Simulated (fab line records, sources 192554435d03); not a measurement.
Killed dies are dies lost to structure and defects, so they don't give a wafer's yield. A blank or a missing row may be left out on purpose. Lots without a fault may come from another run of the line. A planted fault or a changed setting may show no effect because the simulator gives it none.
Chamber matching | flow n5_finfet | N5_GATE_CUT_CMP_61 on cmp-03: 4 sister chambers
The step polishes, stops on SiNx, t overpolish 3 s. 8 wafers are shown with their chamber, then 9 later ones without.

WAFERS WITH THEIR CHAMBER
wafer  | chamber | motor_current_A (A) | edge_zone_pressure_frac
L080.6 | 1       | 10.9                | 0.996
L084.4 | 2       | 10.8                | 0.999
L087.1 | 2       | 10.9                | 0.999
L087.5 | 0       | 10.6                | 1.005
L087.6 | 3       | 12.1                | 1.000
L088.1 | 1       | 10.7                | 1.004
L088.2 | 0       | 10.5                | 0.996
L088.3 | 3       | 10.8                | 1.001

WAFERS WITHOUT THEIR CHAMBER
wafer  | motor_current_A (A) | edge_zone_pressure_frac
L089.2 | 10.5                | 0.998
L089.4 | 10.5                | 0.997
L089.5 | 11.3                | 0.999
L094.1 | 10.5                | 0.998
L094.5 | 11.4                | 0.994
L094.6 | 10.9                | 0.995
L095.1 | 10.5                | 1.000
L095.3 | 10.7                | 1.005
L095.4 | 12.3                | 1.008

WHICH CHAMBER EACH WENT THROUGH
wafer  | from the rows above               | in truth
L089.2 | can't be placed: 0 or 2 or 1 or 3 | 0
L089.4 | can't be placed: 0 or 2 or 1 or 3 | 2
L089.5 | can't be placed: 3 or 2 or 1 or 0 | 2
L094.1 | can't be placed: 0 or 2 or 1 or 3 | 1
L094.5 | can't be placed: 3 or 2 or 1 or 0 | 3
L094.6 | can't be placed: 2 or 1 or 0 or 3 | 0
L095.1 | can't be placed: 0 or 1 or 2 or 3 | 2
L095.3 | can't be placed: 0 or 1 or 2 or 3 | 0
L095.4 | can't be placed: 3 or 1 or 2 or 0 | 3
Placed correctly: 0 of 9. Can't be placed from these rows: 9 (the true chamber is among the candidates in 9). Placed wrongly: 0.
How it was worked out, from the rows above alone: a wafer's distance from a chamber is the root of the sum, over the readings, of the square of ((its reading less the chamber's mean) divided by the reading's scatter). The wafer belongs to the nearest chamber; if the next one is less than 2 further off, it can't be placed. A chamber's mean is the mean of its shown wafers. The scatter: the root of (the sum of the squares of (reading less its chamber's mean) over the shown wafers, divided by (wafers less chambers)).
